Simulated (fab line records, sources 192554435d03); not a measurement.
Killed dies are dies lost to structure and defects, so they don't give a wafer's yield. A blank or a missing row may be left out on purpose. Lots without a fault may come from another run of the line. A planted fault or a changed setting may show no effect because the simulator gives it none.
Chamber matching | flow n5_finfet | N5_BEOL_M6_CURE_75 on uv_cure-03: 3 sister chambers
The step cures SiCOH lowk, time 120 s. 6 wafers are shown with their chamber, then 10 later ones without.

WAFERS WITH THEIR CHAMBER
wafer  | chamber | wafer_temp_C_max | lamp_power_pct (%)
L079.3 | 1       | 371.0            | 52.37
L079.4 | 1       | 371.0            | 52.20
L082.5 | 2       | 372.8            | 52.27
L082.6 | 2       | 372.3            | 52.34
L086.1 | 0       | 371.8            | 52.28
L086.5 | 0       | 372.1            | 52.35

WAFERS WITHOUT THEIR CHAMBER
wafer  | wafer_temp_C_max | lamp_power_pct (%)
L086.6 | 372.9            | 52.30
L089.1 | 372.1            | 52.34
L089.3 | 372.3            | 52.32
L089.4 | 371.7            | 52.33
L089.2 | 371.9            | 52.38
L089.5 | 372.0            | 52.22
L089.6 | 372.3            | 52.33
L094.1 | 372.0            | 52.26
L094.5 | 372.2            | 52.38
L094.6 | 371.6            | 52.31

WHICH CHAMBER EACH WENT THROUGH
wafer  | from the rows above     | in truth
L086.6 | 2                       | 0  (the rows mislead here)
L089.1 | can't be placed: 0 or 2 | 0
L089.3 | can't be placed: 2 or 0 | 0
L089.4 | can't be placed: 0 or 1 | 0
L089.2 | 0                       | 0
L089.5 | can't be placed: 0 or 2 | 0
L089.6 | can't be placed: 2 or 0 | 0
L094.1 | can't be placed: 0 or 2 | 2
L094.5 | can't be placed: 0 or 2 | 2
L094.6 | can't be placed: 0 or 1 | 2
Placed correctly: 1 of 10. Can't be placed from these rows: 8 (the true chamber is among the candidates in 7). Placed wrongly: 1.
How it was worked out, from the rows above alone: a wafer's distance from a chamber is the root of the sum, over the readings, of the square of ((its reading less the chamber's mean) divided by the reading's scatter). The wafer belongs to the nearest chamber; if the next one is less than 2 further off, it can't be placed. A chamber's mean is the mean of its shown wafers. The scatter: the root of (the sum of the squares of (reading less its chamber's mean) over the shown wafers, divided by (wafers less chambers)).
